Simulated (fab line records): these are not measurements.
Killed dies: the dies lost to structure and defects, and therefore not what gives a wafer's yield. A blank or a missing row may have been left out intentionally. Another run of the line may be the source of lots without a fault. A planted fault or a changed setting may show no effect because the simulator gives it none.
fab line records	flow n5-finfet
record: lots: 24	wafers: 72	last-day: 20
route steps=1938 shown ZERO_LAYER@15 WELL_APT@28 PMOS_HMC_CHANNEL_EPI@69 FIN_SAQP@97
lots that met no fault: from a run of the same line without faults
start-h: hours from the record's opening day to when the first of the lot's shown wafers began	wait-h: how many hours have passed since the lot's step before this one	" identical to the entry in the row above	L1.1+2: a row that stands for several wafers	- no value present, or no start provided	* or withheld: withheld	< > ~ a bound
route shown NAME@n: NAME is a module with steps in the file, n the number in the route of the first one	usual: the fault-free wafers' mean and standard deviation	same: alike in all rows	chamber/n: place in a boat	sites: readings site by site	_std_site: the values' standard deviation	_edge_site: the outer-site mean with the inner-site mean subtracted	radius-mm: how far each site lies from the wafer's centre	mask NAME#n: copy n	behind: the tool/chamber that last shaped the wafer	hold: cause of the lot's hold/its duration in hours/its outcome	device: whichever transistor did not switch (one of n, p or np)	end of line: tests of these same wafers at the route's end	where a step has no rows: the recipe by itself	killed: count of dies lost to structure and defects at first sort (not the wafer's yield)	map: a wafer's dies, marking killed ones x, the rest . and places with no die _
set.NAME: the setting the step ran with; set.NAME@STEP: the setting that earlier step ran with	model.NAME: the simulator's own value behind a step, which no gauge read
the route's steps for a sample of lots (tables are steps, rows are wafers)
services: from which hour (start-h, from the record's first day; less than 0 if before it) a tool's chamber was out of use, for how many hours, and why
== steps ==
step: N5_ZERO_LAYER_ETCH_17
recipe: chemistry: CF4	target: SiO2	target-depth-a: 120	time-s: 13.3	ion-energy-ev: 350	pressure-mtorr: 40	source-w: 450	bias-w: 215	Ar_flow_sccm: 100	cf4-flow-sccm: 100
usual: cf4-flow-sccm: 100.0/0.31	drypump-motor-current-A: 5.8/0.4	oes-product-au: 0.77/0.081	rf-vpp-V: 949/3.9	showerhead-plenum-p-Torr: 2.15/0.059	throttle-valve-pct: 15.72/0.22
lot.wafer	tool	chamber	start-h	wait-h	cf4-flow-sccm	drypump-motor-current-A	oes-product-au	rf-hours-counter-h	rf-vpp-V	showerhead-plenum-p-Torr	throttle-valve-pct
L074.2	rie-diel-05	1	12.84	0.0	99.9	5.3	0.68	246	951	2.19	15.70
L074.5	"	2	"	"	99.9	6.2	0.69	-	948	2.12	15.98
L074.6	"	1	"	"	99.5	5.3	0.67	-	952	2.19	15.71
L075.2	rie-diel-05	1	20.29	0.0	100.4	5.4	0.67	249	951	2.19	15.72
L075.3	"	3	"	"	99.9	6.3	0.80	110	948	2.15	15.86
L075.4	"	0	"	"	99.8	5.8	0.72	166	947	2.14	15.44
L076.1	rie-diel-05	0	25.37	0.0	100.0	5.8	0.72	169	949	2.14	15.46
L076.2	"	3	"	"	99.9	6.3	0.80	113	950	2.15	15.85
L076.4	"	2	"	"	99.9	6.2	0.70	-	948	2.12	16.00
L077.1	rie-diel-05	3	30.71	0.0	99.9	6.3	0.80	115	950	2.15	15.85
L077.2	"	2	"	"	99.7	6.2	0.69	225	947	2.12	16.00
L077.5	"	0	"	"	100.1	5.8	0.72	-	949	2.14	15.45
L078.1	rie-diel-02	1	36.84	0.0	99.8	5.5	0.79	119	944	2.06	15.74
L078.3	"	3	"	"	100.0	5.9	0.78	135	945	2.07	15.54
L078.5	"	0	"	"	99.9	4.8	0.70	-	953	2.20	15.92
L079.3	rie-diel-03	3	42.75	0.0	99.9	5.5	0.74	134	954	2.23	15.71
L079.5	"	1	"	"	99.6	5.8	0.76	-	949	2.15	15.89
L079.6	"	3	"	"	99.9	5.5	0.74	-	956	2.23	15.72
L080.3	rie-diel-05	0	48.72	0.0	100.1	5.8	0.72	177	948	2.13	15.48
L080.5	"	1	"	"	99.8	5.3	0.99	-	951	2.19	15.25
L080.6	"	2	"	"	99.8	6.2	0.68	-	948	2.12	16.01
L081.1	rie-diel-05	3	54.73	0.0	100.2	6.4	0.79	123	952	2.15	15.88
L081.3	"	1	"	"	100.6	5.4	0.98	5	953	2.19	15.25
L081.6	"	0	"	"	99.4	5.8	0.71	-	948	2.13	15.48
L082.1	rie-diel-02	2	60.96	0.0	100.1	6.1	0.92	27	947	2.10	15.55
L082.3	"	1	"	"	100.3	5.6	0.78	127	944	2.06	15.78
L082.4	"	0	"	"	100.6	4.8	0.70	218	953	2.20	15.95
L083.1	rie-diel-05	0	67.68	0.0	99.7	5.8	0.70	183	949	2.13	15.50
L083.4	"	2	"	"	99.5	6.2	0.68	237	947	2.12	16.01
L083.6	"	3	"	"	100.3	6.4	0.79	-	949	2.15	15.87
L084.1	rie-diel-05	2	72.82	0.0	100.0	6.2	0.68	239	947	2.12	16.04
L084.2	"	3	"	"	99.8	6.4	0.79	129	949	2.15	15.89
L084.4	"	1	"	"	100.0	5.4	0.95	10	953	2.19	15.26
L085.2	rie-diel-03	2	78.86	0.0	99.4	5.7	0.71	174	943	2.06	15.76
L085.3	"	0	"	"	100.3	6.0	0.85	64	956	2.26	15.63
L085.6	"	0	"	"	100.3	6.0	0.85	-	956	2.26	15.62
L086.1	rie-diel-05	0	84.95	0.0	100.2	5.8	0.70	189	947	2.13	15.49
L086.4	"	3	"	"	100.2	6.4	0.78	133	950	2.14	15.90
L086.6	"	3	"	"	99.9	6.4	0.78	-	948	2.14	15.90
L087.2	rie-diel-02	3	90.87	0.0	99.9	5.9	0.77	152	944	2.06	15.58
L087.3	"	2	"	"	100.0	6.0	0.91	36	946	2.10	15.56
L087.5	"	2	"	"	99.9	6.1	0.91	-	946	2.10	15.56
L088.2	rie-diel-05	0	96.75	0.0	100.0	5.8	0.70	192	948	2.13	15.50
L088.4	"	2	"	"	99.6	6.2	0.67	-	947	2.11	16.04
L088.5	"	1	"	"	99.5	5.4	0.93	-	952	2.18	15.26
L089.2	rie-diel-02	1	102.94	0.0	99.9	5.6	0.77	140	943	2.06	15.80
L089.4	"	0	"	"	99.9	4.8	0.70	229	952	2.20	15.97
L089.5	"	3	"	"	100.2	5.9	0.76	-	942	2.06	15.58
L090.1	rie-diel-03	3	108.93	0.0	100.0	5.5	0.72	154	954	2.22	15.75
L090.4	"	2	"	"	99.9	5.7	0.71	182	943	2.05	15.77
L090.5	"	3	"	"	100.1	5.5	0.71	-	952	2.22	15.74
L091.1	rie-diel-02	0	114.84	0.0	100.1	4.8	0.69	235	952	2.20	15.96
L091.4	"	3	"	"	99.7	5.9	0.75	-	942	2.06	15.59
L091.6	"	0	"	"	99.9	4.8	0.69	-	952	2.20	15.98
L092.1	rie-diel-05	0	121.00	0.0	99.6	5.8	0.70	201	948	2.13	15.54
L092.2	"	1	"	"	99.4	5.4	0.90	27	952	2.18	15.31
L092.5	"	0	"	"	99.2	5.8	0.69	-	947	2.13	15.52
L093.1	rie-diel-03	1	126.84	0.0	99.9	5.8	0.74	165	949	2.14	15.94
L093.3	"	0	"	"	99.9	6.0	0.84	77	955	2.25	15.65
L093.5	"	0	"	"	99.9	5.9	0.83	-	956	2.25	15.64
L094.1	rie-diel-03	3	132.93	0.0	99.5	5.5	0.71	162	953	2.22	15.75
L094.4	"	0	"	"	100.1	6.0	0.84	78	957	2.25	15.64
L094.5	"	0	"	"	100.5	5.9	0.83	-	957	2.25	15.65
L095.1	rie-diel-02	0	138.97	0.0	100.4	4.8	0.69	242	952	2.19	15.98
L095.2	"	1	"	"	99.4	5.6	0.75	148	943	2.05	15.82
L095.4	"	2	"	"	100.0	6.1	0.87	-	946	2.09	15.57
L096.1	rie-diel-03	3	144.88	0.0	100.2	5.5	0.71	166	955	2.22	15.77
L096.2	"	1	"	"	100.6	5.7	0.73	171	951	2.14	15.95
L096.3	"	2	"	"	99.9	5.7	0.71	194	943	2.05	15.80
L097.4	rie-diel-03	0	150.86	0.0	100.0	5.9	0.82	83	956	2.25	15.65
L097.5	"	2	"	"	100.3	5.7	0.70	-	943	2.05	15.81
L097.6	"	3	"	"	99.6	5.5	0.70	-	954	2.22	15.77
step: N5_WELL_APT_CD_MEAS_08
recipe: target-cd-nm: 200	landing-energy-ev: 500	detector: se-inlens
usual: cd-nm: 199.9/1.1
lot.wafer	tool	chamber	start-h	wait-h	cd-nm
L074.2	cd-sem-01	0	13.68	-	200.4
L074.5	"	0	"	"	199.5
L074.6	"	0	"	"	200.5
L075.2	cd-sem-01	0	21.14	-	198.9
L075.3	"	0	"	"	201.5
L075.4	"	0	"	"	199.4
L076.1	cd-sem-01	0	26.34	-	199.1
L076.2	"	0	"	"	198.2
L076.4	"	0	"	"	197.6
L077.1	cd-sem-01	0	31.56	-	201.2
L077.2	"	0	"	"	199.3
L077.5	"	0	"	"	200.5
L078.1	cd-sem-03	0	37.68	-	198.4
L078.3	"	0	"	"	201.3
L078.5	"	0	"	"	198.0
L079.3	cd-sem-01	0	43.60	-	199.2
L079.5	"	0	"	"	197.2
L079.6	"	0	"	"	200.2
L080.3	cd-sem-01	0	49.56	-	199.3
L080.5	"	0	"	"	199.4
L080.6	"	0	"	"	200.0
L081.1	cd-sem-03	0	55.72	-	200.0
L081.3	"	0	"	"	199.2
L081.6	"	0	"	"	199.3
L082.1	cd-sem-01	0	61.82	-	200.6
L082.3	"	0	"	"	200.5
L082.4	"	0	"	"	200.5
L083.1	cd-sem-03	0	68.54	-	200.7
L083.4	"	0	"	"	200.7
L083.6	"	0	"	"	200.8
L084.1	cd-sem-01	0	73.81	-	200.5
L084.2	"	0	"	"	202.4
L084.4	"	0	"	"	201.5
L085.2	cd-sem-02	0	79.71	-	200.0
L085.3	"	0	"	"	201.6
L085.6	"	0	"	"	202.4
L086.1	cd-sem-02	0	85.91	-	202.9
L086.4	"	0	"	"	199.0
L086.6	"	0	"	"	201.0
L087.2	cd-sem-02	0	91.84	-	199.4
L087.3	"	0	"	"	200.6
L087.5	"	0	"	"	199.3
L088.2	cd-sem-03	0	97.59	-	198.9
L088.4	"	0	"	"	198.9
L088.5	"	0	"	"	197.9
L089.2	cd-sem-01	0	103.80	-	197.9
L089.4	"	0	"	"	199.4
L089.5	"	0	"	"	198.7
L090.1	cd-sem-03	0	109.89	-	201.4
L090.4	"	0	"	"	201.6
L090.5	"	0	"	"	200.9
L091.1	cd-sem-02	0	115.68	-	200.5
L091.4	"	0	"	"	200.0
L091.6	"	0	"	"	200.1
L092.1	cd-sem-01	0	121.97	-	199.9
L092.2	"	0	"	"	199.4
L092.5	"	0	"	"	201.0
L093.1	cd-sem-03	0	127.81	-	201.6
L093.3	"	0	"	"	198.5
L093.5	"	0	"	"	200.3
L094.1	cd-sem-03	0	133.77	-	199.9
L094.4	"	0	"	"	200.2
L094.5	"	0	"	"	200.8
L095.1	cd-sem-03	0	139.81	-	199.8
L095.2	"	0	"	"	199.2
L095.4	"	0	"	"	199.5
L096.1	cd-sem-03	0	145.86	-	198.9
L096.2	"	0	"	"	199.7
L096.3	"	0	"	"	198.4
L097.4	cd-sem-01	0	151.83	-	202.0
L097.5	"	0	"	"	200.9
L097.6	"	0	"	"	199.9
step: N5_PMOS_HMC_CHANNEL_EPI_ETCH_32
recipe: chemistry: N2/H2	target: BARC	stop-on: SiO2	target-depth-a: 858	over-etch-frac: 0.3	time-s: 50.3	ion-energy-ev: 200	mask-material: CAR-ArF-block	pressure-mtorr: 30	source-w: 840	bias-w: 150	n2-flow-sccm: 200	h2-flow-sccm: 200
usual: drypump-motor-current-A: 5.8/0.4	oes-product-au: 0.67/0.07	rf-vpp-V: 523.7/2.3	showerhead-plenum-p-Torr: 2.54/0.079	throttle-valve-pct: 17.97/0.19
lot.wafer	tool	chamber	start-h	wait-h	drypump-motor-current-A	oes-product-au	rf-hours-counter-h	rf-vpp-V	showerhead-plenum-p-Torr	throttle-valve-pct
L074.2	rie-diel-02	1	18.85	0.0	5.6	0.68	111	522.7	2.46	18.07
L074.5	"	1	"	"	5.6	0.68	-	521.1	2.46	18.04
L074.6	"	3	"	"	5.9	0.66	-	522.1	2.45	17.85
L075.2	rie-diel-02	3	25.54	0.0	5.9	0.65	131	520.9	2.45	17.85
L075.3	"	2	"	"	6.0	0.79	16	523.3	2.49	17.79
L075.4	"	1	"	"	5.6	0.67	-	522.4	2.45	18.08
L076.1	rie-diel-02	3	30.13	0.0	5.9	0.65	133	520.4	2.45	17.85
L076.2	"	1	"	"	5.6	0.67	117	521.5	2.45	18.07
L076.4	"	2	"	"	6.1	0.79	18	524.8	2.49	17.79
L077.1	rie-diel-02	2	35.13	0.0	6.1	0.80	19	523.5	2.49	17.80
L077.2	"	0	"	"	4.8	0.61	212	526.7	2.62	18.17
L077.5	"	3	"	"	5.9	0.65	-	521.3	2.45	17.86
L078.1	rie-diel-02	1	41.24	0.0	5.6	0.68	120	520.5	2.45	18.09
L078.3	"	2	"	"	6.1	0.79	21	521.9	2.49	17.79
L078.5	"	0	"	"	4.8	0.61	-	524.6	2.62	18.16
L079.3	rie-diel-05	3	47.04	0.0	6.4	0.67	120	525.3	2.55	18.08
L079.5	"	2	"	"	6.2	0.59	-	523.9	2.51	18.11
L079.6	"	3	"	"	6.4	0.68	-	524.6	2.55	18.08
L080.3	rie-diel-03	0	53.10	0.0	5.9	0.73	55	527.7	2.69	17.96
L080.5	"	0	"	"	5.9	0.73	-	528.3	2.69	17.96
L080.6	"	1	"	"	5.7	0.65	-	524.2	2.55	18.26
L081.1	rie-diel-05	0	59.52	0.0	5.8	0.62	180	523.4	2.52	17.72
L081.3	"	3	"	"	6.4	0.68	124	524.2	2.54	18.09
L081.6	"	3	"	"	6.4	0.67	-	524.1	2.54	18.11
L082.1	rie-diel-05	1	65.13	0.0	5.4	0.82	8	525.2	2.61	17.60
L082.3	"	2	"	"	6.2	0.58	236	522.0	2.51	18.12
L082.4	"	0	"	"	5.8	0.62	182	523.2	2.52	17.73
L083.1	rie-diel-03	0	72.56	0.0	5.9	0.72	62	528.1	2.69	17.97
L083.4	"	3	"	"	5.5	0.63	143	528.7	2.66	17.96
L083.6	"	3	"	"	5.5	0.64	-	526.8	2.65	17.94
L084.1	rie-diel-05	1	77.34	0.0	5.4	0.81	12	525.4	2.60	17.60
L084.2	"	3	"	"	6.4	0.67	131	523.7	2.54	18.11
L084.4	"	2	"	"	6.2	0.58	240	524.5	2.51	18.12
L085.2	rie-diel-05	0	83.38	0.0	5.8	0.62	188	523.9	2.52	17.74
L085.3	"	2	"	"	6.2	0.58	242	522.3	2.50	18.14
L085.6	"	2	"	"	6.2	0.58	-	523.4	2.50	18.13
L086.1	rie-diel-05	1	89.74	0.0	5.3	0.80	15	524.9	2.60	17.61
L086.4	"	0	"	"	5.8	0.61	190	522.2	2.52	17.73
L086.6	"	1	"	"	5.4	0.80	-	526.5	2.60	17.63
L087.2	rie-diel-05	2	95.42	0.0	6.2	0.58	246	522.7	2.50	18.14
L087.3	"	1	"	"	5.4	0.80	18	525.9	2.60	17.61
L087.5	"	2	"	"	6.2	0.57	-	521.3	2.50	18.15
L088.2	rie-diel-02	0	101.31	0.0	4.8	0.60	228	525.5	2.61	18.19
L088.4	"	1	"	"	5.6	0.65	140	521.5	2.44	18.13
L088.5	"	3	"	"	5.9	0.64	-	522.5	2.44	17.88
L089.2	rie-diel-02	0	107.42	0.0	4.8	0.60	231	526.7	2.61	18.20
L089.4	"	3	"	"	5.9	0.64	158	521.1	2.44	17.89
L089.5	"	0	"	"	4.8	0.60	-	526.4	2.61	18.19
L090.1	rie-diel-03	3	113.53	0.0	5.5	0.62	155	528.3	2.65	17.98
L090.4	"	0	"	"	5.9	0.71	74	528.6	2.69	17.99
L090.5	"	3	"	"	5.5	0.62	-	526.8	2.65	17.98
L091.1	rie-diel-02	2	119.22	0.0	6.1	0.75	45	522.5	2.48	17.83
L091.4	"	3	"	"	5.9	0.63	-	521.5	2.44	17.91
L091.6	"	2	"	"	6.1	0.75	-	522.7	2.48	17.84
L092.1	rie-diel-03	2	125.71	0.0	5.6	0.61	188	520.3	2.43	17.96
L092.2	"	3	"	"	5.5	0.62	160	527.9	2.65	17.96
L092.5	"	3	"	"	5.5	0.62	-	525.1	2.65	17.98
L093.1	rie-diel-05	1	131.59	0.0	5.4	0.77	31	524.6	2.60	17.62
L093.3	"	0	"	"	5.8	0.61	205	524.2	2.51	17.77
L093.5	"	1	"	"	5.4	0.77	-	527.0	2.60	17.63
L094.1	rie-diel-03	0	137.21	0.0	5.9	0.71	80	527.0	2.68	18.02
L094.4	"	2	"	"	5.7	0.60	192	519.3	2.43	17.94
L094.5	"	1	"	"	5.7	0.64	-	523.1	2.54	18.30
L095.1	rie-diel-02	2	143.78	0.0	6.1	0.74	54	521.5	2.48	17.85
L095.2	"	0	"	"	4.8	0.59	244	525.0	2.60	18.21
L095.4	"	1	"	"	5.6	0.65	149	522.2	2.44	18.15
L096.1	rie-diel-03	2	149.41	0.0	5.7	0.61	196	521.5	2.43	17.96
L096.2	"	1	"	"	5.7	0.63	172	522.1	2.54	18.31
L096.3	"	0	"	"	5.9	0.70	83	527.3	2.68	17.99
L097.4	rie-diel-03	0	155.82	0.0	5.9	0.70	85	528.1	2.68	18.02
L097.5	"	0	"	"	5.9	0.70	-	526.4	2.68	18.01
L097.6	"	1	"	"	5.8	0.62	-	524.0	2.53	18.32
step: N5_PMOS_HMC_CHANNEL_EPI_CMP_21
recipe: material: SiGe30	post-cmp-clean: alkaline-brush	target-thk-nm: 54
usual: motor-current-A: 12.0/0.71
lot.wafer	tool	chamber	start-h	wait-h	motor-current-A
L074.2	cmp-04	0	20.81	0.1	12.7
L074.5	"	3	"	"	12.9
L074.6	"	0	"	"	12.2
L075.4	cmp-04	1	27.88	0.0	12.1
L075.3	"	2	"	"	11.6
L075.2	"	3	"	"	13.0
L076.2	cmp-04	0	32.46	0.0	12.7
L076.1	"	1	"	"	12.5
L076.4	"	2	"	"	11.4
L077.1	cmp-01	1	37.10	0.1	12.8
L077.2	"	2	"	"	12.9
L077.5	"	1	"	"	13.3
L078.3	cmp-04	2	43.19	0.0	11.6
L078.1	"	1	"	"	12.9
L078.5	"	2	"	"	11.3
L079.3	cmp-04	0	49.00	0.0	12.6
L079.6	"	0	"	"	11.4
L079.5	"	1	"	"	12.0
L080.3	cmp-02	2	55.08	0.1	11.4
L080.5	"	1	"	"	11.8
L080.6	"	2	"	"	12.4
L081.3	cmp-01	3	61.49	0.1	11.1
L081.1	"	1	"	"	12.9
L081.6	"	2	"	"	12.8
L082.4	cmp-04	0	67.10	0.0	12.5
L082.3	"	1	"	"	12.2
L082.1	"	2	"	"	11.6
L083.1	cmp-01	0	74.50	0.0	10.9
L083.4	"	2	"	"	13.0
L083.6	"	0	"	"	11.5
L084.1	cmp-04	0	79.33	0.1	11.9
L084.4	"	1	"	"	12.5
L084.2	"	3	"	"	12.4
L085.2	cmp-02	0	85.31	0.0	11.5
L085.3	"	1	"	"	11.8
L085.6	"	0	"	"	11.8
L086.1	cmp-01	3	91.70	0.1	11.5
L086.4	"	0	"	"	11.1
L086.6	"	3	"	"	11.3
L087.3	cmp-02	3	97.35	0.0	11.3
L087.2	"	0	"	"	11.1
L087.5	"	3	"	"	11.3
L088.2	cmp-01	0	103.29	0.1	11.4
L088.4	"	2	"	"	12.9
L088.5	"	3	"	"	10.5
L089.4	cmp-04	1	109.39	0.1	13.1
L089.2	"	2	"	"	11.9
L089.5	"	1	"	"	12.3
L090.1	cmp-02	1	115.45	0.0	11.5
L090.4	"	2	"	"	10.8
L090.5	"	2	"	"	11.8
L091.1	cmp-02	2	121.15	0.0	12.2
L091.4	"	0	"	"	11.6
L091.6	"	3	"	"	11.5
L092.2	cmp-02	2	127.64	0.0	11.6
L092.1	"	0	"	"	11.8
L092.5	"	2	"	"	11.1
L093.1	cmp-02	3	133.51	0.0	11.3
L093.3	"	0	"	"	11.6
L093.5	"	3	"	"	11.8
L094.1	cmp-01	0	139.18	0.1	11.6
L094.4	"	2	"	"	13.1
L094.5	"	3	"	"	10.8
L095.1	cmp-02	1	145.70	0.0	12.1
L095.4	"	2	"	"	12.4
L095.2	"	0	"	"	12.2
L096.2	cmp-02	3	151.38	0.1	11.4
L096.1	"	0	"	"	12.1
L096.3	"	1	"	"	11.4
L097.4	cmp-01	0	157.82	0.1	11.3
L097.6	"	2	"	"	12.9
L097.5	"	3	"	"	10.9
step: N5_FIN_SAQP_THK_MEAS_05
usual: thk-nm: 38.0/0.48
lot.wafer	tool	chamber	start-h	wait-h	thk-nm
L074.2	film-metro-02	-	22.27	0.1	37.5
L074.5	"	-	"	"	37.9
L074.6	"	-	"	"	38.1
L075.2	film-metro-02	-	29.36	0.1	38.0
L075.3	"	-	"	"	37.6
L075.4	"	-	"	"	39.0
L076.1	film-metro-02	-	33.86	0.1	37.8
L076.2	"	-	"	"	37.9
L076.4	"	-	"	"	38.6
L077.1	film-metro-02	-	38.50	0.1	37.2
L077.2	"	-	"	"	37.2
L077.5	"	-	"	"	38.0
L078.1	film-metro-01	-	44.68	0.1	37.9
L078.3	"	-	"	"	37.8
L078.5	"	-	"	"	37.8
L079.3	film-metro-02	-	50.62	0.1	38.6
L079.5	"	-	"	"	38.1
L079.6	"	-	"	"	38.0
L080.3	film-metro-02	-	56.91	0.1	37.9
L080.5	"	-	"	"	37.8
L080.6	"	-	"	"	37.7
L081.1	film-metro-02	-	63.01	0.1	37.1
L081.3	"	-	"	"	37.6
L081.6	"	-	"	"	37.8
L082.1	film-metro-02	-	68.53	0.1	37.3
L082.3	"	-	"	"	37.3
L082.4	"	-	"	"	37.8
L083.1	film-metro-01	-	76.03	0.1	36.8
L083.4	"	-	"	"	38.3
L083.6	"	-	"	"	37.0
L084.1	film-metro-02	-	80.73	0.1	37.9
L084.2	"	-	"	"	37.8
L084.4	"	-	"	"	38.2
L085.2	film-metro-01	-	86.76	0.1	38.1
L085.3	"	-	"	"	38.2
L085.6	"	-	"	"	38.8
L086.1	film-metro-01	-	93.09	0.1	36.8
L086.4	"	-	"	"	38.3
L086.6	"	-	"	"	38.4
L087.2	film-metro-01	-	98.93	0.1	37.6
L087.3	"	-	"	"	38.2
L087.5	"	-	"	"	38.0
L088.2	film-metro-02	-	104.77	0.1	37.6
L088.4	"	-	"	"	38.5
L088.5	"	-	"	"	38.4
L089.2	film-metro-02	-	110.91	0.1	38.0
L089.4	"	-	"	"	38.1
L089.5	"	-	"	"	37.9
L090.1	film-metro-01	-	117.01	0.1	37.5
L090.4	"	-	"	"	38.3
L090.5	"	-	"	"	38.2
L091.1	film-metro-01	-	122.55	0.1	37.8
L091.4	"	-	"	"	38.5
L091.6	"	-	"	"	38.0
L092.1	film-metro-02	-	129.17	0.1	38.2
L092.2	"	-	"	"	37.6
L092.5	"	-	"	"	38.5
L093.1	film-metro-01	-	135.10	0.1	37.9
L093.3	"	-	"	"	38.0
L093.5	"	-	"	"	37.9
L094.1	film-metro-01	-	142.33	0.1	36.7
L094.4	"	-	"	"	38.3
L094.5	"	-	"	"	37.5
L095.1	film-metro-01	-	149.20	0.1	38.0
L095.2	"	-	"	"	37.9
L095.4	"	-	"	"	38.6
L096.1	film-metro-01	-	153.17	0.1	38.3
L096.2	"	-	"	"	38.0
L096.3	"	-	"	"	38.8
L097.4	film-metro-01	-	159.77	0.1	37.6
L097.5	"	-	"	"	37.5
L097.6	"	-	"	"	38.4
step: N5_FIN_SAQP_OVL_MEAS_17
recipe: points-per-wafer: 44
usual: FIN_CORE_OVL: 0.3/0.89
lot.wafer	tool	chamber	start-h	wait-h	FIN_CORE_OVL[nm]
L074.2	overlay-01	0	22.95	0.0	-0.2
L074.5	"	0	"	"	0.5
L074.6	"	0	"	"	0.4
L075.2	overlay-01	0	30.04	0.0	0.7
L075.3	"	0	"	"	0.6
L075.4	"	0	"	"	0.4
L076.1	overlay-01	0	34.54	0.0	0.0
L076.2	"	0	"	"	-0.1
L076.4	"	0	"	"	-1.1
L077.1	overlay-02	0	39.23	0.0	0.0
L077.2	"	0	"	"	1.5
L077.5	"	0	"	"	-0.5
L078.1	overlay-01	0	45.46	0.0	-0.4
L078.3	"	0	"	"	1.6
L078.5	"	0	"	"	2.2
L079.3	overlay-01	0	51.42	0.0	0.6
L079.5	"	0	"	"	1.2
L079.6	"	0	"	"	0.3
L080.3	overlay-02	0	57.59	0.0	1.8
L080.5	"	0	"	"	2.6
L080.6	"	0	"	"	0.5
L081.1	overlay-01	0	63.71	0.0	0.5
L081.3	"	0	"	"	1.0
L081.6	"	0	"	"	1.2
L082.1	overlay-01	0	69.26	0.0	2.4
L082.3	"	0	"	"	0.4
L082.4	"	0	"	"	1.2
L083.1	overlay-02	0	76.79	0.0	0.4
L083.4	"	0	"	"	-0.2
L083.6	"	0	"	"	0.0
L084.1	overlay-01	0	81.56	0.0	0.4
L084.2	"	0	"	"	-0.3
L084.4	"	0	"	"	0.4
L085.2	overlay-02	0	87.58	0.0	1.3
L085.3	"	0	"	"	-0.2
L085.6	"	0	"	"	0.5
L086.1	overlay-02	0	93.82	0.0	-0.4
L086.4	"	0	"	"	-1.5
L086.6	"	0	"	"	-0.4
L087.2	overlay-01	0	99.66	0.0	-0.7
L087.3	"	0	"	"	-0.6
L087.5	"	0	"	"	-0.7
L088.2	overlay-02	0	105.37	0.0	0.5
L088.4	"	0	"	"	0.3
L088.5	"	0	"	"	-0.1
L089.2	overlay-02	0	111.51	0.0	1.6
L089.4	"	0	"	"	1.6
L089.5	"	0	"	"	1.5
L090.1	overlay-02	0	117.74	0.0	0.6
L090.4	"	0	"	"	0.5
L090.5	"	0	"	"	2.0
L091.1	overlay-02	0	123.16	0.0	2.9
L091.4	"	0	"	"	-0.5
L091.6	"	0	"	"	0.4
L092.1	overlay-01	0	129.90	0.0	-0.3
L092.2	"	0	"	"	-0.6
L092.5	"	0	"	"	-0.4
L093.1	overlay-02	0	135.85	0.0	-0.1
L093.3	"	0	"	"	-0.1
L093.5	"	0	"	"	0.1
L094.1	overlay-01	0	142.93	0.0	1.1
L094.4	"	0	"	"	-0.2
L094.5	"	0	"	"	2.2
L095.1	overlay-01	0	151.11	0.0	0.2
L095.2	"	0	"	"	0.0
L095.4	"	0	"	"	0.7
L096.1	overlay-02	0	153.97	0.0	-0.8
L096.2	"	0	"	"	0.7
L096.3	"	0	"	"	0.0
L097.4	overlay-01	0	160.40	0.0	-0.2
L097.5	"	0	"	"	-0.9
L097.6	"	0	"	"	-0.5
== services ==
tool	chamber	start-h	hours	kind
cmp-02	-	-10.51	5.4	pm
rie-diel-05	-	1.12	0.1	repair
rie-diel-03	1	2.61	9.5	repair
rie-diel-03	2	4.71	7.2	repair
rie-diel-02	0	12.34	13.6	repair
rie-diel-03	-	13.33	14.6	pm
rie-diel-05	1	21.46	-	clean
cmp-02	-	27.52	2.2	repair
cmp-02	-	30.96	0.8	repair
rie-diel-02	0	44.84	6.4	repair
cmp-01	-	57.27	1.6	repair
cmp-04	-	57.42	1.7	repair
cmp-02	-	57.75	4.0	pm
cmp-02	-	63.96	4.0	pm
cmp-02	-	77.75	3.5	repair
rie-diel-05	3	93.94	21.0	repair
rie-diel-02	1	107.68	15.5	repair
rie-diel-02	2	107.69	2.9	repair
cmp-04	-	123.36	5.2	pm
cmp-01	-	127.61	1.6	repair
cmp-04	-	136.81	1.7	repair
cmp-04	-	149.20	4.0	pm
rie-diel-02	-	151.09	15.6	pm
rie-diel-05	-	153.22	28.1	pm
== key ==
fault none
